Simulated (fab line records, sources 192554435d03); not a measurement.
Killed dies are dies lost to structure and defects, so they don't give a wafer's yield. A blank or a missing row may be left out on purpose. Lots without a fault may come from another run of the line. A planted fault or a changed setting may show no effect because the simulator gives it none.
fab line records | flow n5_finfet
record lots=24 wafers=72 last_day=18
route steps=1938 shown SD_EPI_P@311 ILD0@345 SDB@359 HKMG_FIN@400
lots that met no fault: from a run of the same line without faults
start_h: hours from the record's first day to the start of the lot's first wafer shown | wait_h: hours since the lot's step before | " the same as in the row above | L1.1+2: a row that stands for several wafers | - no value, or no start given | * or withheld: withheld | < > ~ a bound
route shown NAME@n: a module of which the file shows steps, and the number in the route of the first | usual: mean/standard deviation of fault-free wafers | same: alike in all rows | chamber/n: place in a boat | sites: the reading at each site | _std_site: their standard deviation | _edge_site: outer sites' mean less inner sites' | radius_mm: how far each site lies from the wafer's centre | mask NAME#n: copy n | behind: the tool/chamber that last shaped the wafer | hold: why the lot was held/for how many hours/how that ended | device: the transistor (n, p or np) that didn't switch | end of line: the same wafers' tests at the end of the route | a step without rows: its recipe alone | killed: dies lost to structure and defects at the first sort, not the wafer's yield | map: a wafer's dies, x killed, . not, _ none there
set.NAME: the setting as run; set.NAME@STEP: as run at that earlier step | model.NAME: the simulator's own value behind a step, which no gauge read
steps of the route over a sample of lots; a table a step, a row a wafer
services: from which hour (start_h, from the record's first day; less than 0 if before it) a tool's chamber was out of use, for how many hours, and why
## steps
# step N5_SD_EPI_P_ETCH_47
# recipe chemistry=CH3F/O2 target=SiOCN target_depth_a=250 mask_material=SOC ion_energy_ev=60 bias_w=29 pressure_mtorr=30 source_w=410 Ar_flow_sccm=150 CH3F_flow_sccm=30 O2_flow_sccm=20
# usual drypump_motor_current_A=5.5/0.44 oes_ar_750_au=0.78/0.082 oes_product_au=0.78/0.085 rf_vpp_V=127.2/2.4 showerhead_plenum_p_Torr=1.98/0.058 throttle_valve_pct=16.39/0.24
# columns lot.wafer tool chamber start_h wait_h drypump_motor_current_A oes_ar_750_au oes_product_au rf_hours_counter_h rf_vpp_V showerhead_plenum_p_Torr throttle_valve_pct
L074.3 rie_diel-04 0 54.20 0.1 6.0 0.84 0.85 80 131.5 1.93 16.22
L074.4 " 0 " " 6.0 0.84 0.85 - 129.6 1.93 16.23
L074.5 " 2 " " 4.8 0.70 0.70 - 125.0 1.97 16.53
L075.2 rie_diel-04 3 63.66 0.1 4.9 0.75 0.75 165 127.1 1.99 16.41
L075.5 " 1 " " 5.5 0.71 0.69 - 127.8 2.05 16.83
L075.6 " 2 " " 4.8 0.70 0.69 - 125.5 1.97 16.54
L076.4 rie_diel-03 2 69.21 0.1 5.2 0.76 0.76 139 129.5 2.09 16.44
L076.5 " 2 " " 5.2 0.76 0.76 - 128.2 2.09 16.46
L076.6 " 3 " " 5.7 0.78 0.78 - 125.7 1.92 16.56
L077.2 rie_diel-06 3 72.47 0.1 5.0 0.70 0.70 236 124.4 2.05 16.44
L077.3 " 0 " " 6.4 0.82 0.83 49 126.5 2.03 16.00
L077.4 " 1 " " 5.8 0.81 0.80 126 124.6 1.94 16.55
L078.2 rie_diel-04 1 77.47 0.1 5.5 0.70 0.68 233 129.2 2.05 16.83
L078.4 " 3 " " 4.9 0.75 0.74 - 127.2 1.99 16.45
L078.6 " 0 " " 6.0 0.83 0.84 - 131.5 1.93 16.24
L079.4 rie_diel-04 1 83.78 0.1 5.5 0.69 0.69 234 127.6 2.05 16.84
L079.5 " 2 " " 4.9 0.99 0.99 - 124.6 1.97 16.04
L079.6 " 3 " " 4.9 0.75 0.74 - 126.1 1.99 16.45
L080.2 rie_diel-06 3 90.83 0.1 5.0 0.70 0.70 242 125.3 2.04 16.45
L080.5 " 2 " " 5.7 0.71 0.72 - 128.0 2.00 16.36
L080.6 " 1 " " 5.8 0.80 0.79 - 127.5 1.93 16.55
L081.2 rie_diel-06 2 97.99 0.1 5.6 0.71 0.72 177 125.8 2.00 16.37
L081.3 " 1 " " 5.8 0.79 0.79 134 125.7 1.93 16.55
L081.5 " 3 " " 5.1 0.70 0.69 - 123.7 2.04 16.46
L082.2 rie_diel-04 1 101.69 0.1 5.5 0.70 0.69 239 126.9 2.04 16.85
L082.4 " 3 " " 4.9 0.74 0.74 178 125.5 1.99 16.46
L082.5 " 2 " " 4.8 0.96 0.97 - 123.3 1.97 16.04
L083.2 rie_diel-06 2 109.73 0.1 5.7 0.71 0.70 180 126.6 2.00 16.36
L083.3 " 3 " " 5.0 0.69 0.69 246 123.8 2.04 16.45
L083.6 " 2 " " 5.6 0.71 0.71 - 127.3 2.00 16.35
L084.1 rie_diel-03 1 117.94 0.1 5.6 0.72 0.74 168 130.8 1.98 16.16
L084.5 " 0 " " 5.7 0.75 0.76 - 126.2 1.85 16.34
L084.6 " 3 " " 5.7 0.77 0.77 - 125.2 1.91 16.59
L085.3 rie_diel-04 0 125.94 0.1 6.0 0.82 0.83 104 132.4 1.92 16.28
L085.4 " 2 " " 4.8 0.92 0.95 13 126.0 1.97 16.07
L085.5 " 3 " " 4.9 0.73 0.73 - 126.1 1.99 16.46
L086.2 rie_diel-03 3 129.56 0.1 5.7 0.76 0.77 135 125.0 1.91 16.61
L086.3 " 2 " " 5.2 0.75 0.74 157 127.8 2.08 16.48
L086.5 " 2 " " 5.1 0.75 0.73 - 126.9 2.08 16.48
L087.3 rie_diel-04 2 137.24 0.1 4.8 0.92 0.93 17 125.2 1.97 16.08
L087.5 " 2 " " 4.8 0.92 0.92 - 124.7 1.97 16.07
L087.6 " 0 " " 6.0 0.82 0.82 - 131.1 1.92 16.29
L088.1 rie_diel-03 2 138.20 0.1 5.1 0.74 0.74 160 129.1 2.08 16.48
L088.2 " 3 " " 5.7 0.77 0.75 138 127.0 1.91 16.60
L088.3 " 1 " " 5.6 0.71 0.73 174 130.6 1.98 16.20
L089.1 rie_diel-03 0 142.73 0.1 5.6 0.75 0.75 133 127.2 1.85 16.37
L089.3 " 3 " " 5.7 0.75 0.75 140 126.8 1.91 16.59
L089.6 " 2 " " 5.2 0.74 0.74 - 129.0 2.08 16.49
L090.2 rie_diel-04 1 150.03 0.1 5.5 0.68 0.66 256 128.0 2.04 16.90
L090.3 " 0 " " 6.0 0.81 0.81 113 132.2 1.92 16.29
L090.6 " 0 " " 6.1 0.81 0.81 - 130.9 1.92 16.29
L091.1 rie_diel-04 0 155.53 0.1 6.0 0.80 0.82 115 131.2 1.92 16.28
L091.3 " 2 " " 4.8 0.91 0.91 25 123.9 1.96 16.08
L091.4 " 1 " " 5.5 0.68 0.66 - 126.9 2.04 16.88
L092.1 rie_diel-06 2 162.28 0.1 5.7 0.70 0.69 197 126.3 1.99 16.39
L092.3 " 1 " " 5.8 0.78 0.76 155 125.8 1.93 16.59
L092.6 " 2 " " 5.7 0.70 0.69 - 128.2 1.99 16.40
L093.1 rie_diel-03 3 168.67 0.1 5.6 0.75 0.75 149 127.1 1.91 16.63
L093.3 " 1 " " 5.6 0.71 0.73 185 131.8 1.97 16.20
L093.6 " 2 " " 5.2 0.74 0.72 - 126.9 2.08 16.51
L094.2 rie_diel-04 1 173.73 0.1 5.5 1.01 1.01 1 127.2 2.04 16.38
L094.3 " 3 " " 4.9 0.73 0.72 193 125.4 1.98 16.48
L094.6 " 1 " " 5.5 1.02 1.02 - 127.9 2.04 16.37
L095.1 rie_diel-06 1 182.21 0.1 5.8 0.77 0.78 158 126.1 1.93 16.60
L095.2 " 3 " " 5.0 0.94 0.95 10 123.9 2.04 15.94
L095.5 " 2 " " 5.6 0.70 0.69 - 124.9 1.99 16.40
L096.1 rie_diel-04 2 188.70 0.1 4.8 0.88 0.88 35 124.0 1.96 16.11
L096.3 " 3 " " 4.9 0.73 0.72 198 127.1 1.98 16.50
L096.4 " 1 " " 5.5 0.98 0.98 5 128.6 2.03 16.39
L097.1 rie_diel-04 0 195.53 0.1 6.0 0.79 0.80 128 131.1 1.92 16.30
L097.2 " 1 " " 5.5 0.97 0.98 6 129.2 2.03 16.40
L097.5 " 3 " " 4.9 0.73 0.72 - 126.0 1.98 16.49
# step N5_SD_EPI_P_ETCH_16
# recipe chemistry=CHF3/O2 target=SiO2 target_depth_a=50 mask_material=SOC pressure_mtorr=30 source_w=650 bias_w=170 Ar_flow_sccm=200 CHF3_flow_sccm=50 O2_flow_sccm=5 ion_energy_ev=200
# usual drypump_motor_current_A=5.5/0.45 oes_ar_750_au=0.78/0.082 oes_product_au=0.78/0.085 rf_vpp_V=523/9.5 showerhead_plenum_p_Torr=2.39/0.067 throttle_valve_pct=18.98/0.23
# columns lot.wafer tool chamber start_h wait_h drypump_motor_current_A oes_ar_750_au oes_product_au rf_hours_counter_h rf_vpp_V showerhead_plenum_p_Torr throttle_valve_pct
L074.3 rie_diel-04 0 54.30 0.1 6.0 0.85 0.85 80 540 2.33 18.81
L074.4 " 0 " " 6.0 0.84 0.85 - 540 2.33 18.80
L074.5 " 2 " " 4.8 0.70 0.70 - 512 2.38 19.11
L075.2 rie_diel-04 3 63.76 0.1 4.9 0.75 0.75 165 517 2.41 19.03
L075.5 " 1 " " 5.5 0.70 0.69 - 527 2.47 19.41
L075.6 " 2 " " 4.8 0.70 0.70 - 513 2.38 19.09
L076.4 rie_diel-03 2 69.31 0.1 5.1 0.76 0.76 139 527 2.51 19.04
L076.5 " 2 " " 5.1 0.76 0.76 - 527 2.51 19.06
L076.6 " 3 " " 5.7 0.78 0.78 - 518 2.31 19.12
L077.2 rie_diel-06 3 72.57 0.1 5.1 0.71 0.70 236 511 2.46 18.96
L077.3 " 0 " " 6.4 0.82 0.83 49 527 2.44 18.57
L077.4 " 1 " " 5.8 0.80 0.79 126 517 2.34 19.16
L078.2 rie_diel-04 1 77.57 0.1 5.5 0.69 0.68 233 527 2.46 19.43
L078.4 " 3 " " 4.9 0.74 0.74 - 517 2.40 19.05
L078.6 " 0 " " 6.0 0.83 0.84 - 539 2.33 18.82
L079.4 rie_diel-04 1 83.88 0.1 5.5 0.70 0.68 234 528 2.46 19.42
L079.5 " 2 " " 4.9 0.98 0.98 - 511 2.38 18.68
L079.6 " 3 " " 4.9 0.74 0.74 - 518 2.40 19.02
L080.2 rie_diel-06 3 90.93 0.1 5.0 0.71 0.70 242 510 2.46 18.97
L080.5 " 2 " " 5.7 0.71 0.72 - 522 2.41 18.94
L080.6 " 1 " " 5.8 0.80 0.80 - 518 2.34 19.17
L081.2 rie_diel-06 2 98.09 0.1 5.6 0.71 0.72 178 523 2.41 18.93
L081.3 " 1 " " 5.8 0.80 0.79 134 519 2.33 19.17
L081.5 " 3 " " 5.0 0.71 0.70 - 511 2.46 18.98
L082.2 rie_diel-04 1 101.79 0.1 5.5 0.69 0.68 239 525 2.46 19.43
L082.4 " 3 " " 4.9 0.74 0.73 178 517 2.40 19.03
L082.5 " 2 " " 4.8 0.95 0.96 - 512 2.38 18.69
L083.2 rie_diel-06 2 109.83 0.1 5.7 0.70 0.72 180 523 2.41 18.94
L083.3 " 3 " " 5.0 0.70 0.70 247 510 2.46 18.96
L083.6 " 2 " " 5.6 0.70 0.72 - 522 2.41 18.94
L084.1 rie_diel-03 1 118.04 0.1 5.6 0.72 0.74 168 539 2.39 18.72
L084.5 " 0 " " 5.7 0.76 0.77 - 519 2.24 18.94
L084.6 " 3 " " 5.7 0.77 0.77 - 517 2.30 19.15
L085.3 rie_diel-04 0 126.04 0.1 6.0 0.82 0.81 104 541 2.32 18.85
L085.4 " 2 " " 4.8 0.92 0.93 13 510 2.38 18.70
L085.5 " 3 " " 4.9 0.74 0.73 - 516 2.40 19.05
L086.2 rie_diel-03 3 129.66 0.1 5.7 0.76 0.76 135 516 2.30 19.16
L086.3 " 2 " " 5.2 0.74 0.73 157 527 2.51 19.08
L086.5 " 2 " " 5.2 0.74 0.73 - 528 2.51 19.07
L087.3 rie_diel-04 2 137.34 0.1 4.8 0.91 0.91 17 513 2.37 18.69
L087.5 " 2 " " 4.8 0.91 0.92 - 513 2.37 18.70
L087.6 " 0 " " 6.1 0.82 0.81 - 539 2.32 18.85
L088.1 rie_diel-03 2 138.30 0.1 5.2 0.75 0.73 160 527 2.50 19.07
L088.2 " 3 " " 5.7 0.76 0.76 138 518 2.30 19.17
L088.3 " 1 " " 5.6 0.72 0.74 174 541 2.38 18.74
L089.1 rie_diel-03 0 142.83 0.1 5.7 0.75 0.75 133 521 2.23 18.96
L089.3 " 3 " " 5.7 0.76 0.76 140 517 2.30 19.17
L089.6 " 2 " " 5.2 0.74 0.73 - 527 2.50 19.08
L090.2 rie_diel-04 1 150.13 0.1 5.5 0.68 0.67 256 524 2.45 19.45
L090.3 " 0 " " 6.0 0.82 0.80 113 538 2.32 18.86
L090.6 " 0 " " 6.0 0.82 0.81 - 538 2.32 18.86
L091.1 rie_diel-04 0 155.63 0.1 6.1 0.81 0.82 115 540 2.32 18.85
L091.3 " 2 " " 4.8 0.90 0.91 25 511 2.37 18.71
L091.4 " 1 " " 5.5 0.68 0.66 - 526 2.45 19.46
L092.1 rie_diel-06 2 162.38 0.1 5.6 0.70 0.70 197 524 2.40 18.97
L092.3 " 1 " " 5.8 0.77 0.77 155 517 2.33 19.19
L092.6 " 2 " " 5.7 0.69 0.70 - 523 2.40 18.97
L093.1 rie_diel-03 3 168.77 0.1 5.7 0.76 0.75 149 518 2.30 19.17
L093.3 " 1 " " 5.5 0.70 0.72 185 541 2.38 18.75
L093.6 " 2 " " 5.1 0.74 0.72 - 528 2.50 19.11
L094.2 rie_diel-04 1 173.83 0.1 5.5 1.01 1.00 1 526 2.45 19.03
L094.3 " 3 " " 4.9 0.73 0.72 193 516 2.39 19.05
L094.6 " 1 " " 5.5 1.01 1.01 - 526 2.45 19.05
L095.1 rie_diel-06 1 182.31 0.1 5.8 0.78 0.78 158 518 2.33 19.22
L095.2 " 3 " " 5.0 0.94 0.95 10 511 2.45 18.52
L095.5 " 2 " " 5.7 0.69 0.69 - 521 2.40 18.97
L096.1 rie_diel-04 2 188.80 0.1 4.8 0.88 0.88 35 511 2.37 18.75
L096.3 " 3 " " 4.9 0.72 0.72 198 515 2.39 19.07
L096.4 " 1 " " 5.5 0.98 0.98 5 525 2.45 19.05
L097.1 rie_diel-04 0 195.63 0.1 6.0 0.80 0.79 128 540 2.31 18.88
L097.2 " 1 " " 5.5 0.97 0.98 6 526 2.45 19.04
L097.5 " 3 " " 4.9 0.72 0.71 - 517 2.39 19.06
# step N5_ILD0_THK_MEAS_13
# usual thk_nm=17.5/1.1
# columns lot.wafer tool chamber start_h wait_h thk_nm
L074.3 film_metro-01 - 64.43 - 18.5
L074.4 " - " " 15.8
L074.5 " - " " 17.4
L075.2 film_metro-01 - 73.86 - 16.5
L075.5 " - " " 18.5
L075.6 " - " " 17.3
L076.4 film_metro-02 - 79.64 - 17.6
L076.5 " - " " 18.3
L076.6 " - " " 16.9
L077.2 film_metro-01 - 82.69 - 16.1
L077.3 " - " " 18.6
L077.4 " - " " 16.4
L078.2 film_metro-02 - 87.88 - 16.0
L078.4 " - " " 16.4
L078.6 " - " " 15.2
L079.4 film_metro-02 - 94.03 - 16.9
L079.5 " - " " 16.7
L079.6 " - " " 16.3
L080.2 film_metro-01 - 101.38 - 17.1
L080.5 " - " " 18.0
L080.6 " - " " 19.8
L081.2 film_metro-01 - 108.99 - 17.0
L081.3 " - " " 18.0
L081.5 " - " " 19.2
L082.2 film_metro-02 - 112.07 - 18.0
L082.4 " - " " 17.4
L082.5 " - " " 16.8
L083.2 film_metro-01 - 120.29 - 16.7
L083.3 " - " " 16.3
L083.6 " - " " 16.0
L084.1 film_metro-01 - 129.07 - 18.4
L084.5 " - " " 18.1
L084.6 " - " " 19.3
L085.3 film_metro-01 - 136.14 - 17.0
L085.4 " - " " 16.4
L085.5 " - " " 17.6
L086.2 film_metro-01 - 139.75 - 17.2
L086.3 " - " " 18.3
L086.5 " - " " 17.7
L087.3 film_metro-02 - 147.46 - 17.5
L087.5 " - " " 18.9
L087.6 " - " " 19.1
L088.1 film_metro-01 - 148.55 - 18.3
L088.2 " - " " 19.5
L088.3 " - " " 18.7
L089.1 film_metro-01 - 152.94 - 16.5
L089.3 " - " " 18.2
L089.6 " - " " 17.4
L090.2 film_metro-02 - 160.67 - 16.3
L090.3 " - " " 17.4
L090.6 " - " " 16.5
L091.1 film_metro-01 - 166.36 - 17.9
L091.3 " - " " 19.6
L091.4 " - " " 18.9
L092.1 film_metro-02 - 172.51 - 16.7
L092.3 " - " " 17.2
L092.6 " - " " 16.7
L093.1 film_metro-01 - 179.91 - 16.9
L093.3 " - " " 17.1
L093.6 " - " " 16.8
L094.2 film_metro-02 - 186.11 - 16.0
L094.3 " - " " 16.2
L094.6 " - " " 16.4
L095.1 film_metro-01 - 193.05 - 18.1
L095.2 " - " " 18.9
L095.5 " - " " 17.8
L096.1 film_metro-01 - 200.30 - 17.1
L096.3 " - " " 16.8
L096.4 " - " " 18.8
L097.1 film_metro-02 - 207.30 - 17.2
L097.2 " - " " 17.9
L097.5 " - " " 17.8
# step N5_SDB_DESCUM_16
# recipe chemistry=O2 time_s=7.9 source_power_w=50 bias_power_w=20 pressure_mtorr=20 rf_frequency_hz=2.712e+07 temp_c=40 resist=CAR-ArF o2_flow_sccm=225
# usual drypump_motor_current_A=5.9/0.51 oes_product_au=0.78/0.087 rf_vpp_V=243.4/1.4 showerhead_plenum_p_Torr=2.11/0.077 throttle_valve_pct=20.43/0.2
# columns lot.wafer tool chamber start_h wait_h drypump_motor_current_A oes_product_au rf_hours_counter_h rf_vpp_V showerhead_plenum_p_Torr throttle_valve_pct
L074.3 rie_diel-01 3 65.18 0.3 5.9 0.68 239 243.7 2.14 20.65
L074.4 " 1 " " 6.4 0.72 - 243.0 2.10 20.90
L074.5 " 3 " " 5.9 0.69 - 244.2 2.14 20.65
L075.2 rie_diel-02 1 74.46 0.0 5.4 0.74 158 243.4 2.07 20.32
L075.5 " 3 " " 6.6 0.78 - 245.6 2.10 20.40
L075.6 " 2 " " 6.3 0.95 - 244.0 2.22 20.12
L076.4 rie_diel-02 2 80.24 0.0 6.4 0.93 14 246.1 2.22 20.13
L076.5 " 0 " " 6.0 0.82 - 241.5 2.01 20.22
L076.6 " 3 " " 6.6 0.77 - 243.0 2.10 20.40
L077.2 rie_diel-05 0 83.84 0.0 5.6 0.71 213 243.2 2.06 20.39
L077.3 " 2 " " 5.7 0.70 219 241.3 2.08 20.57
L077.4 " 3 " " 5.5 0.95 11 246.7 2.25 20.45
L078.2 rie_diel-01 2 88.48 0.0 4.8 0.77 164 244.2 2.19 20.54
L078.4 " 1 " " 6.5 0.72 197 243.5 2.10 20.90
L078.6 " 2 " " 4.8 0.77 - 244.6 2.19 20.55
L079.4 rie_diel-05 3 94.71 0.1 5.5 0.92 16 246.1 2.25 20.46
L079.5 " 0 " " 5.6 0.70 - 242.6 2.06 20.40
L079.6 " 3 " " 5.5 0.92 - 246.0 2.24 20.47
L080.2 rie_diel-02 2 101.98 0.0 6.4 0.93 23 245.1 2.22 20.12
L080.5 " 1 " " 5.4 0.73 - 242.3 2.07 20.34
L080.6 " 0 " " 6.0 0.82 - 241.1 2.01 20.23
L081.2 rie_diel-01 0 109.59 0.0 5.6 0.71 244 241.6 1.96 20.58
L081.3 " 1 " " 6.4 0.71 206 242.0 2.09 20.93
L081.5 " 1 " " 6.4 0.71 - 243.0 2.09 20.93
L082.2 rie_diel-01 2 112.67 0.0 4.8 0.76 175 244.3 2.19 20.58
L082.4 " 1 " " 6.5 0.72 - 242.2 2.09 20.93
L082.5 " 0 " " 5.6 0.70 - 241.2 1.96 20.59
L083.2 rie_diel-02 2 120.89 0.0 6.3 0.92 29 245.4 2.21 20.16
L083.3 " 1 " " 5.4 0.73 173 244.5 2.07 20.36
L083.6 " 0 " " 6.0 0.82 - 241.5 2.01 20.24
L084.1 rie_diel-05 2 129.57 0.0 5.7 0.68 233 243.1 2.07 20.58
L084.5 " 1 " " 6.2 0.74 - 241.0 2.08 20.21
L084.6 " 2 " " 5.7 0.68 - 242.9 2.07 20.58
L085.3 rie_diel-01 2 136.62 0.0 4.8 0.75 183 242.2 2.18 20.61
L085.4 " 2 " " 4.8 0.75 - 246.5 2.18 20.60
L085.5 " 3 " " 5.9 0.95 - 243.5 2.13 20.31
L086.2 rie_diel-01 3 140.35 0.0 5.9 0.96 8 244.7 2.13 20.33
L086.3 " 1 " " 6.5 0.71 216 243.0 2.09 20.97
L086.5 " 2 " " 4.8 0.75 - 243.6 2.18 20.58
L087.3 rie_diel-02 2 149.12 1.2 6.3 0.89 39 243.1 2.21 20.17
L087.5 " 2 " " 6.3 0.89 - 244.6 2.21 20.17
L087.6 " 3 " " 6.6 0.75 - 242.8 2.09 20.46
L088.1 rie_diel-05 1 150.23 1.1 6.2 0.73 184 244.1 2.08 20.23
L088.2 " 2 " " 5.7 0.67 242 241.6 2.07 20.58
L088.3 " 0 " " 5.6 0.69 236 243.5 2.05 20.40
L089.1 rie_diel-02 2 153.42 0.0 6.4 0.88 41 244.2 2.21 20.16
L089.3 " 3 " " 6.6 0.76 148 244.0 2.09 20.44
L089.6 " 1 " " 5.4 0.72 - 243.5 2.07 20.39
L090.2 rie_diel-02 3 161.29 0.0 6.6 0.74 151 243.4 2.09 20.46
L090.3 " 2 " " 6.4 0.88 43 244.7 2.21 20.15
L090.6 " 2 " " 6.4 0.88 - 245.9 2.21 20.17
L091.1 rie_diel-01 0 166.96 0.0 5.6 0.97 7 246.2 2.21 20.24
L091.3 " 2 " " 4.8 0.74 192 243.0 2.18 20.59
L091.4 " 1 " " 6.4 0.69 228 243.9 2.08 20.95
L092.1 rie_diel-02 1 174.98 1.9 5.4 0.70 193 241.9 2.06 20.39
L092.3 " 2 " " 6.3 0.88 49 244.3 2.21 20.19
L092.6 " 2 " " 6.3 0.87 - 245.5 2.21 20.20
L093.1 rie_diel-05 1 181.03 0.5 6.2 0.73 197 243.4 2.07 20.24
L093.3 " 0 " " 5.6 0.68 248 242.8 2.05 20.43
L093.6 " 0 " " 5.6 0.69 - 243.2 2.05 20.43
L094.2 rie_diel-05 0 186.72 0.0 5.6 0.69 249 242.3 2.05 20.43
L094.3 " 3 " " 5.5 0.86 49 245.1 2.23 20.50
L094.6 " 1 " " 6.2 0.73 - 242.1 2.07 20.23
L095.1 rie_diel-05 2 193.99 0.4 5.8 1.04 1 243.3 2.07 20.33
L095.2 " 3 " " 5.5 0.86 52 244.8 2.23 20.51
L095.5 " 1 " " 6.2 0.73 - 241.9 2.07 20.25
L096.1 rie_diel-02 1 200.78 0.0 5.5 0.71 201 242.7 2.06 20.40
L096.3 " 0 " " 6.0 0.78 116 240.5 2.00 20.30
L096.4 " 3 " " 6.6 0.73 165 243.3 2.08 20.48
L097.1 rie_diel-02 1 207.79 0.0 5.4 0.70 203 244.1 2.06 20.39
L097.2 " 3 " " 6.6 0.74 168 242.7 2.08 20.48
L097.5 " 0 " " 6.0 0.77 - 241.6 2.00 20.29
# step N5_SDB_INSPECT_36
# recipe inspect_instrument=darkfield mode=post_cmp
# usual raw_defect_count=42/19
# columns lot.wafer tool chamber start_h wait_h raw_defect_count
L074.3 defect_inspect-01 - 69.52 0.0 42
L074.4 " - " " 41
L074.5 " - " " 58
L075.2 defect_inspect-01 - 78.35 0.0 35
L075.5 " - " " 38
L075.6 " - " " 44
L076.4 defect_inspect-01 - 84.23 0.0 38
L076.5 " - " " 38
L076.6 " - " " 59
L077.2 defect_inspect-01 - 87.70 0.0 103
L077.3 " - " " 36
L077.4 " - " " 91
L078.2 defect_inspect-02 - 92.94 0.0 47
L078.4 " - " " 57
L078.6 " - " " 31
L079.4 defect_inspect-01 - 99.09 0.0 17
L079.5 " - " " 31
L079.6 " - " " 78
L080.2 defect_inspect-02 - 106.37 0.0 36
L080.5 " - " " 20
L080.6 " - " " 21
L081.2 defect_inspect-02 - 113.45 0.0 32
L081.3 " - " " 55
L081.5 " - " " 45
L082.2 defect_inspect-01 - 116.57 0.0 34
L082.4 " - " " 49
L082.5 " - " " 34
L083.2 defect_inspect-01 - 124.91 0.0 56
L083.3 " - " " 69
L083.6 " - " " 35
L084.1 defect_inspect-01 - 133.71 0.0 79
L084.5 " - " " 67
L084.6 " - " " 89
L085.3 defect_inspect-01 - 140.54 0.0 59
L085.4 " - " " 23
L085.5 " - " " 42
L086.2 defect_inspect-02 - 144.26 0.0 56
L086.3 " - " " 57
L086.5 " - " " 26
L087.3 defect_inspect-01 - 154.35 0.0 35
L087.5 " - " " 52
L087.6 " - " " 31
L088.1 defect_inspect-01 - 155.30 0.0 17
L088.2 " - " " 18
L088.3 " - " " 53
L089.1 defect_inspect-01 - 157.29 0.0 24
L089.3 " - " " 55
L089.6 " - " " 34
L090.2 defect_inspect-01 - 165.13 0.0 22
L090.3 " - " " 26
L090.6 " - " " 29
L091.1 defect_inspect-01 - 170.87 0.0 34
L091.3 " - " " 20
L091.4 " - " " 27
L092.1 defect_inspect-02 - 180.96 0.0 11
L092.3 " - " " 37
L092.6 " - " " 36
L093.1 defect_inspect-01 - 185.86 0.0 22
L093.3 " - " " 25
L093.6 " - " " 37
L094.2 defect_inspect-01 - 190.71 0.0 39
L094.3 " - " " 40
L094.6 " - " " 22
L095.1 defect_inspect-01 - 198.29 0.0 51
L095.2 " - " " 46
L095.5 " - " " 54
L096.1 defect_inspect-01 - 204.63 0.0 44
L096.3 " - " " 58
L096.4 " - " " 62
L097.1 defect_inspect-01 - 212.68 0.0 36
L097.2 " - " " 46
L097.5 " - " " 59
# step N5_HKMG_FIN_INSPECT_61
# recipe mode=adi inspect_instrument=macro
# usual raw_defect_count=2.1/1.5
# columns lot.wafer tool chamber start_h wait_h raw_defect_count
L074.3 defect_inspect-02 - 71.19 0.0 1
L074.4 " - " " 3
L074.5 " - " " 2
L075.2 defect_inspect-01 - 79.94 0.0 1
L075.5 " - " " 2
L075.6 " - " " 1
L076.4 defect_inspect-02 - 85.82 0.0 1
L076.5 " - " " 4
L076.6 " - " " 0
L077.2 defect_inspect-01 - 89.28 0.0 3
L077.3 " - " " 4
L077.4 " - " " 3
L078.2 defect_inspect-01 - 94.57 0.0 0
L078.4 " - " " 1
L078.6 " - " " 2
L079.4 defect_inspect-01 - 100.68 0.0 1
L079.5 " - " " 2
L079.6 " - " " 2
L080.2 defect_inspect-02 - 108.49 0.0 0
L080.5 " - " " 6
L080.6 " - " " 4
L081.2 defect_inspect-02 - 115.12 0.0 2
L081.3 " - " " 6
L081.5 " - " " 1
L082.2 defect_inspect-02 - 118.35 0.0 1
L082.4 " - " " 2
L082.5 " - " " 3
L083.2 defect_inspect-02 - 126.50 0.0 5
L083.3 " - " " 1
L083.6 " - " " 3
L084.1 defect_inspect-02 - 135.31 0.0 0
L084.5 " - " " 4
L084.6 " - " " 3
L085.3 defect_inspect-02 - 142.74 0.0 3
L085.4 " - " " 3
L085.5 " - " " 7
L086.2 defect_inspect-01 - 145.87 0.0 0
L086.3 " - " " 6
L086.5 " - " " 5
L087.3 defect_inspect-01 - 156.21 0.0 0
L087.5 " - " " 1
L087.6 " - " " 3
L088.1 defect_inspect-01 - 156.93 0.0 1
L088.2 " - " " 2
L088.3 " - " " 2
L089.1 defect_inspect-01 - 158.97 0.0 0
L089.3 " - " " 2
L089.6 " - " " 1
L090.2 defect_inspect-02 - 166.73 0.0 1
L090.3 " - " " 5
L090.6 " - " " 2
L091.1 defect_inspect-01 - 172.46 0.0 3
L091.3 " - " " 2
L091.4 " - " " 0
L092.1 defect_inspect-02 - 182.56 0.0 1
L092.3 " - " " 1
L092.6 " - " " 2
L093.1 defect_inspect-01 - 187.56 0.0 1
L093.3 " - " " 1
L093.6 " - " " 1
L094.2 defect_inspect-01 - 192.30 0.0 2
L094.3 " - " " 3
L094.6 " - " " 2
L095.1 defect_inspect-02 - 199.75 0.0 2
L095.2 " - " " 2
L095.5 " - " " 3
L096.1 defect_inspect-01 - 206.22 0.0 2
L096.3 " - " " 2
L096.4 " - " " 2
L097.1 defect_inspect-02 - 214.32 0.0 2
L097.2 " - " " 1
L097.5 " - " " 1
## services
# columns tool chamber start_h hours kind
rie_diel-03 2 35.40 2.9 repair
rie_diel-03 3 47.03 9.6 repair
rie_diel-04 3 51.94 10.1 repair
rie_diel-01 0 57.21 11.7 repair
rie_diel-04 2 66.67 - clean
rie_diel-04 2 66.67 - consumable_replace:focus_ring
rie_diel-04 2 66.67 14.4 scheduled_down
rie_diel-04 2 66.67 14.4 vent_cycle
rie_diel-03 1 101.96 13.8 repair
rie_diel-06 3 124.83 - clean
rie_diel-06 3 124.83 - consumable_replace:focus_ring
rie_diel-06 3 124.83 16.8 scheduled_down
rie_diel-06 3 124.83 16.8 vent_cycle
rie_diel-04 3 133.22 25.4 repair
rie_diel-04 - 156.34 0.4 repair
rie_diel-04 1 158.58 - clean
rie_diel-04 1 158.58 - consumable_replace:focus_ring
rie_diel-04 1 158.58 11.0 scheduled_down
rie_diel-04 1 158.58 11.0 vent_cycle
rie_diel-03 0 159.43 22.4 repair
rie_diel-06 - 162.87 1.0 repair
rie_diel-06 1 168.49 4.1 repair
rie_diel-03 0 188.15 20.7 repair
rie_diel-02 - 195.44 3.7 repair
## key
fault none
